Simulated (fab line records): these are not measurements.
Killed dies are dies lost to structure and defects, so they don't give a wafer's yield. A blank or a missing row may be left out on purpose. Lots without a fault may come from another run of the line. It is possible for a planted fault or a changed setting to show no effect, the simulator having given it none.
What tool caused it? | flow nand harc | 22 lots, 66 wafers sampled, at 5 steps of a route of 1159

== WHAT THE GAUGES READ, wafer by wafer ==
NHARC_A_SIN_REMOVE_INSPECT_04.
lot  | measured     | on                | raw defect count
L076 | day 15 07:31 | defect inspect-02 | 309 347 383
L078 | day 15 07:31 | defect inspect-01 | 280 253 292
L074 | day 15 07:31 | defect inspect-01 | 242 229 266
L077 | day 15 07:32 | defect inspect-02 | 264 280 303
L075 | day 15 16:38 | defect inspect-02 | 427 310 352
L079 | day 15 16:38 | defect inspect-01 | 177 246 269
L080 | day 16 01:36 | defect inspect-01 | 194 190 264
L081 | day 16 12:56 | defect inspect-01 | 286 226 268
L082 | day 16 22:22 | defect inspect-02 | 319 298 436
L083 | day 16 22:23 | defect inspect-02 | 258 267 266
L084 | day 18 01:55 | defect inspect-01 | 477 299 222
L085 | day 18 01:58 | defect inspect-02 | 265 222 240
L087 | day 18 01:56 | defect inspect-02 | 300 234 299
L086 | day 18 17:53 | defect inspect-01 | 346 271 282
L089 | day 18 20:48 | defect inspect-02 | 339 282 196
L091 | day 18 17:53 | defect inspect-02 | 306 226 193
L088 | day 18 20:48 | defect inspect-01 | 297 221 287
L092 | day 19 07:55 | defect inspect-01 | 367 380 337
L093 | day 19 07:55 | defect inspect-02 | 289 430 365
L095 | day 19 17:43 | defect inspect-01 | 558 421 430
L096 | day 20 06:34 | defect inspect-02 | 325 320 271
L097 | day 20 06:34 | defect inspect-01 | 319 470 332

== TOOL THAT RAN EACH LOT (tool first, then ch and the chambers of the sampled wafers, then the start) ==
lot  | NHARC_A_SGD_CUT_ETCH_58            | NHARC_A_SGD_CUT_ETCH_59                       | NHARC_A_SGD_CUT_CMP_21        | NHARC_A_SLIT_ETCH_24
L076 | rie diel-06 ch 0,1,3, day 14 07:21 | rie diel-06 ch 0,1,3, day 14 16:32 or earlier | cmp-01 ch 1,2, day 14 16:32   | rie diel-13 ch 0,1,2, day 14 20:29
L078 | rie diel-08 ch 0,1,3, day 14 07:42 | rie diel-08 ch 0,2,3, day 14 16:32 or earlier | cmp-03 ch 0,1,2, day 14 16:32 | rie diel-01 ch 2,3, day 14 20:46
L074 | rie diel-04 ch 2,3, day 14 08:02   | rie diel-04 ch 2,3, day 14 16:31 or earlier   | cmp-04 ch 1,2,3, day 14 16:31 | rie diel-10 ch 0,1,3, day 14 20:55
L077 | rie diel-08 ch 0,1,2, day 14 08:45 | rie diel-08 ch 0,1,2, day 14 16:40 or earlier | cmp-03 ch 0,1,2, day 14 16:40 | rie diel-10 ch 1,2,3, day 14 22:27
L075 | rie diel-06 ch 1,2,3, day 14 14:29 | rie diel-06 ch 0,1, day 14 21:46 or earlier   | cmp-03 ch 0,3, day 14 21:46   | rie diel-01 ch 1,3, day 15 04:25
L079 | rie diel-08 ch 0,2,3, day 14 15:42 | rie diel-08 ch 0,2,3, day 14 21:47 or earlier | cmp-04 ch 0,3, day 14 21:47   | rie diel-01 ch 0,1,2, day 15 02:25
L080 | rie diel-06 ch 0,1,3, day 15 01:33 | rie diel-06 ch 0,2,3, day 15 06:58 or earlier | cmp-01 ch 1,2,3, day 15 06:58 | rie diel-10 ch 2,3, day 15 11:51
L081 | rie diel-04 ch 1,2,3, day 15 14:43 | rie diel-04 ch 0,1,2, day 15 20:22 or earlier | cmp-01 ch 1,2,3, day 15 20:22 | rie diel-13 ch 1,2,3, day 16 01:55
L082 | rie diel-08 ch 0,1, day 16 02:08   | rie diel-08 ch 1,2,3, day 16 07:30 or earlier | cmp-01 ch 1,2,3, day 16 07:30 | rie diel-01 ch 0,2, day 16 11:25
L083 | rie diel-06 ch 1,2,3, day 16 02:37 | rie diel-06 ch 1,2,3, day 16 07:30 or earlier | cmp-03 ch 0,2, day 16 07:30   | rie diel-13 ch 0,2,3, day 16 11:43
L084 | rie diel-08 ch 0,2,3, day 17 04:44 | rie diel-08 ch 0,2,3, day 17 10:19 or earlier | cmp-03 ch 0,2,3, day 17 10:19 | rie diel-10 ch 0,2,3, day 17 14:49
L085 | rie diel-04 ch 1,2, day 17 04:55   | rie diel-04 ch 0,3, day 17 10:23 or earlier   | cmp-01 ch 0,1,3, day 17 10:23 | rie diel-01 ch 1,2,3, day 17 14:41
L087 | rie diel-06 ch 0,1, day 17 05:04   | rie diel-06 ch 1,3, day 17 10:29 or earlier   | cmp-01 ch 0,2,3, day 17 10:29 | rie diel-13 ch 0,2, day 17 14:59
L086 | rie diel-04 ch 1,2,3, day 17 20:02 | rie diel-04 ch 0,2,3, day 18 01:49 or earlier | cmp-01 ch 0,2,3, day 18 01:49 | rie diel-01 ch 1,3, day 18 07:43
L089 | rie diel-06 ch 0,2, day 17 20:41   | rie diel-06 ch 0,2, day 18 01:50 or earlier   | cmp-04 ch 1,2, day 18 01:50   | rie diel-10 ch 0,1,3, day 18 09:40
L091 | rie diel-06 ch 0,1,2, day 17 22:38 | rie diel-06 ch 1,3, day 18 01:41 or earlier   | cmp-03 ch 0,2, day 18 01:41   | rie diel-13 ch 0,1,3, day 18 05:36
L088 | rie diel-08 ch 1,2,3, day 17 22:49 | rie diel-08 ch 0,1,2, day 18 01:41 or earlier | cmp-04 ch 1,2,3, day 18 01:41 | rie diel-10 ch 0,1,3, day 18 07:52
L092 | rie diel-06 ch 0,1,2, day 18 08:30 | rie diel-06 ch 2,3, day 18 16:48 or earlier   | cmp-04 ch 0,2, day 18 16:48   | rie diel-10 ch 0,1,3, day 18 20:52
L093 | rie diel-08 ch 0,1, day 18 10:17   | rie diel-08 ch 0,3, day 18 16:48 or earlier   | cmp-01 ch 0,2, day 18 16:48   | rie diel-13 ch 0,3, day 18 20:57
L095 | rie diel-06 ch 0,3, day 18 20:56   | rie diel-06 ch 0,1,2, day 19 02:32 or earlier | cmp-04 ch 0,2, day 19 02:32   | rie diel-01 ch 1,2,3, day 19 06:28
L096 | rie diel-08 ch 0,2,3, day 19 08:35 | rie diel-08 ch 1,2, day 19 15:13 or earlier   | cmp-04 ch 0,1,3, day 19 15:13 | rie diel-10 ch 0,1, day 19 19:10
L097 | rie diel-06 ch 0,2,3, day 19 08:48 | rie diel-06 ch 0,1,2, day 19 15:15 or earlier | cmp-03 ch 0,2, day 19 15:15   | rie diel-13 ch 1,3, day 19 19:19
- NHARC_A_SGD_CUT_ETCH_58: etches the open film in CF4, target depth 39 nm, time 65 s.
- NHARC_A_SGD_CUT_ETCH_59: etches the open film in N2/H2, target depth 260 nm, time 406.25 s.
- NHARC_A_SGD_CUT_CMP_21: polishes, target thk 148.19 nm.
- NHARC_A_SLIT_ETCH_24: etches the open film in CF4/CHF3, target depth 121 nm, time 60.5 s.

== AS READ BY THE TOOLS THEMSELVES (means over the sampled wafers that have a number; for cases with no such wafer, the mark the record gives instead) ==
NHARC_A_SGD_CUT_ETCH_58.
lot  | tool        | drypump motor current A (A) | mfc ar sccm (sccm) | oes product au (a.u.) | rf vpp V (V) | showerhead plenum p Torr (Torr) | throttle valve pct (%)
L076 | rie diel-06 | 6.0                         | 0.011              | 1.014                 | 151.8        | 1.80                            | 13.291
L078 | rie diel-08 | 5.6                         | 0.001              | 1.011                 | 151.8        | 1.75                            | 13.281
L074 | rie diel-04 | 5.7                         | 0.004              | 1.003                 | 150.5        | 1.73                            | 13.281
L077 | rie diel-08 | 5.8                         | 0.003              | 0.995                 | 150.3        | 1.73                            | 13.278
L075 | rie diel-06 | 5.9                         | 0.014              | 1.002                 | 150.7        | 1.75                            | 13.278
L079 | rie diel-08 | 5.9                         | 0.002              | 1.002                 | 150.6        | 1.72                            | 13.280
L080 | rie diel-06 | 6.1                         | 0.011              | 1.014                 | 152.1        | 1.80                            | 13.282
L081 | rie diel-04 | 5.7                         | 0.004              | 0.982                 | 150.3        | 1.73                            | 13.295
L082 | rie diel-08 | 5.8                         | 0.001              | 0.995                 | 152.2        | 1.77                            | 13.279
L083 | rie diel-06 | 5.9                         | 0.014              | 1.018                 | 151.0        | 1.75                            | 13.289
L084 | rie diel-08 | 5.9                         | 0.002              | 1.002                 | 150.4        | 1.72                            | 13.290
L085 | rie diel-04 | 5.6                         | 0.007              | 0.977                 | 151.5        | 1.78                            | 13.289
L087 | rie diel-06 | 6.3                         | 0.004              | 1.012                 | 151.9        | 1.82                            | 13.280
L086 | rie diel-04 | 5.7                         | 0.004              | 0.985                 | 150.8        | 1.73                            | 13.297
L089 | rie diel-06 | 6.0                         | 0.003              | 0.998                 | 150.9        | 1.81                            | 13.293
L091 | rie diel-06 | 6.1                         | 0.007              | 1.001                 | 151.0        | 1.77                            | 13.289
L088 | rie diel-08 | 5.7                         | 0.003              | 0.996                 | 150.3        | 1.72                            | 13.280
L092 | rie diel-06 | 6.1                         | 0.007              | 1.009                 | 151.1        | 1.77                            | 13.276
L093 | rie diel-08 | 5.8                         | 0.001              | 0.997                 | 151.6        | 1.77                            | 13.275
L095 | rie diel-06 | 6.0                         | 0.007              | 0.994                 | 152.8        | 1.84                            | 13.282
L096 | rie diel-08 | 5.9                         | 0.002              | 1.000                 | 151.2        | 1.72                            | 13.281
L097 | rie diel-06 | 5.8                         | 0.010              | 0.996                 | 152.6        | 1.79                            | 13.283

NHARC_A_SGD_CUT_ETCH_59.
lot  | tool        | drypump motor current A (A) | mfc ar sccm (sccm) | oes product au (a.u.) | rf vpp V (V) | showerhead plenum p Torr (Torr) | throttle valve pct (%)
L076 | rie diel-06 | 6.1                         | 0.011              | 1.009                 | 430.7        | 2.08                            | 14.171
L078 | rie diel-08 | 5.9                         | 0.002              | 1.002                 | 428.2        | 1.99                            | 14.164
L074 | rie diel-04 | 5.6                         | 0.007              | 0.994                 | 431.5        | 2.06                            | 14.171
L077 | rie diel-08 | 5.8                         | 0.003              | 0.991                 | 429.0        | 2.00                            | 14.167
L075 | rie diel-06 | 6.4                         | 0.009              | 1.012                 | 432.3        | 2.05                            | 14.176
L079 | rie diel-08 | 5.9                         | 0.002              | 1.002                 | 429.2        | 1.99                            | 14.168
L080 | rie diel-06 | 5.8                         | 0.010              | 1.019                 | 431.3        | 2.07                            | 14.166
L081 | rie diel-04 | 5.6                         | 0.004              | 0.989                 | 430.8        | 2.05                            | 14.175
L082 | rie diel-08 | 5.7                         | 0.003              | 0.996                 | 428.8        | 1.98                            | 14.176
L083 | rie diel-06 | 5.9                         | 0.014              | 1.019                 | 430.4        | 2.02                            | 14.169
L084 | rie diel-08 | 5.9                         | 0.002              | 1.002                 | 428.8        | 1.98                            | 14.180
L085 | rie diel-04 | 5.8                         | 0.000              | 1.009                 | 428.9        | 1.99                            | 14.165
L087 | rie diel-06 | 5.8                         | 0.018              | 1.014                 | 431.2        | 2.06                            | 14.175
L086 | rie diel-04 | 5.7                         | 0.004              | 0.997                 | 430.3        | 2.06                            | 14.170
L089 | rie diel-06 | 6.1                         | 0.003              | 1.007                 | 433.0        | 2.10                            | 14.167
L091 | rie diel-06 | 5.8                         | 0.018              | 1.011                 | 430.3        | 2.05                            | 14.172
L088 | rie diel-08 | 5.8                         | 0.003              | 1.001                 | 428.8        | 1.99                            | 14.179
L092 | rie diel-06 | 5.6                         | 0.012              | 1.006                 | 428.9        | 2.00                            | 14.166
L093 | rie diel-08 | 5.9                         | 0.000              | 1.003                 | 430.3        | 2.02                            | 14.177
L095 | rie diel-06 | 6.1                         | 0.007              | 0.984                 | 430.6        | 2.04                            | 14.171
L096 | rie diel-08 | 5.8                         | 0.005              | 0.990                 | 428.7        | 1.95                            | 14.166
L097 | rie diel-06 | 6.2                         | 0.007              | 1.002                 | 430.5        | 2.04                            | 14.172

NHARC_A_SGD_CUT_CMP_21.
lot  | tool   | motor current A (A) | time to endpoint s (s)
L076 | cmp-01 | 11.8                | 48
L078 | cmp-03 | 12.2                | 49
L074 | cmp-04 | 12.0                | 56
L077 | cmp-03 | 11.8                | 47
L075 | cmp-03 | 12.7                | 50
L079 | cmp-04 | 12.5                | 58
L080 | cmp-01 | 12.1                | 47
L081 | cmp-01 | 12.0                | 49
L082 | cmp-01 | 11.8                | 45
L083 | cmp-03 | 11.5                | 51
L084 | cmp-03 | 11.8                | 49
L085 | cmp-01 | 11.9                | 50
L087 | cmp-01 | 12.1                | 48
L086 | cmp-01 | 12.7                | 48
L089 | cmp-04 | 12.2                | 50
L091 | cmp-03 | 11.6                | 50
L088 | cmp-04 | 12.3                | 53
L092 | cmp-04 | 10.8                | 52
L093 | cmp-01 | 12.1                | 48
L095 | cmp-04 | 11.2                | 56
L096 | cmp-04 | 13.1                | 57
L097 | cmp-03 | 11.6                | 48

NHARC_A_SLIT_ETCH_24.
lot  | tool        | drypump motor current A (A) | mfc ar sccm (sccm) | oes product au (a.u.) | rf vpp V (V) | showerhead plenum p Torr (Torr) | throttle valve pct (%)
L076 | rie diel-13 | 5.8                         | 0.018              | 0.980                 | 370.8        | 1.58                            | 16.795
L078 | rie diel-01 | 6.0                         | 0.009              | 0.952                 | 371.2        | 1.60                            | 16.797
L074 | rie diel-10 | 5.7                         | 0.002              | 0.938                 | 370.2        | 1.55                            | 16.805
L077 | rie diel-10 | 5.8                         | 0.000              | 0.927                 | 371.3        | 1.57                            | 16.790
L075 | rie diel-01 | 5.3                         | 0.000              | 0.977                 | 372.8        | 1.65                            | 16.803
L079 | rie diel-01 | 5.5                         | 0.009              | 0.984                 | 369.0        | 1.54                            | 16.794
L080 | rie diel-10 | 5.9                         | 0.000              | 0.972                 | 371.4        | 1.58                            | 16.806
L081 | rie diel-13 | 5.4                         | 0.012              | 0.950                 | 371.1        | 1.60                            | 16.804
L082 | rie diel-01 | 6.0                         | 0.009              | 0.988                 | 367.3        | 1.50                            | 16.800
L083 | rie diel-13 | 5.4                         | 0.017              | 0.971                 | 371.2        | 1.57                            | 16.804
L084 | rie diel-10 | 5.9                         | 0.002              | 0.965                 | 369.9        | 1.56                            | 16.803
L085 | rie diel-01 | 5.5                         | 0.009              | 0.943                 | 371.4        | 1.59                            | 16.799
L087 | rie diel-13 | 5.8                         | 0.023              | 0.975                 | 369.5        | 1.55                            | 16.803
L086 | rie diel-01 | 5.3                         | 0.000              | 0.954                 | 373.2        | 1.65                            | 16.800
L089 | rie diel-10 | 5.7                         | 0.002              | 0.962                 | 370.3        | 1.55                            | 16.809
L091 | rie diel-13 | 5.4                         | 0.008              | 0.965                 | 371.3        | 1.60                            | 16.799
L088 | rie diel-10 | 5.7                         | 0.002              | 0.967                 | 370.2        | 1.55                            | 16.806
L092 | rie diel-10 | 5.7                         | 0.002              | 0.984                 | 369.1        | 1.55                            | 16.796
L093 | rie diel-13 | 5.0                         | 0.007              | 0.923                 | 370.6        | 1.58                            | 16.803
L095 | rie diel-01 | 5.6                         | 0.009              | 0.951                 | 371.5        | 1.59                            | 16.799
L096 | rie diel-10 | 5.6                         | 0.002              | 0.961                 | 370.6        | 1.59                            | 16.798
L097 | rie diel-13 | 5.3                         | 0.003              | 0.923                 | 372.6        | 1.63                            | 16.804

== THE ANSWER, worked out from the rows above alone ==
Rule: what is usual is taken from the lots themselves. The widest of any qualifying gaps counts: lots, ordered by their means at a reading, are off when they make up no more than a third of the lots, leave a main group of 4 or more, and stand apart from it by 3 or more times the standard deviation of that group's means. Not used: any main group whose means are identical at the precision the tables above print for the reading. A lot without any number at a reading at which 4 lots or more have one is off too. The other lots that the step has rows for count as sound. The gauges are gone through in route order, then the tools' own readings, and for those a lot's mean is taken as printed above. The first step at which some lot is off is used, and at that step the reading that is off furthest; a lot without a number counts as furthest.
No lot is off at any reading shown: from this, nothing can be told.

== WHAT HAD BEEN PUT IN BY THE SIMULATOR ==
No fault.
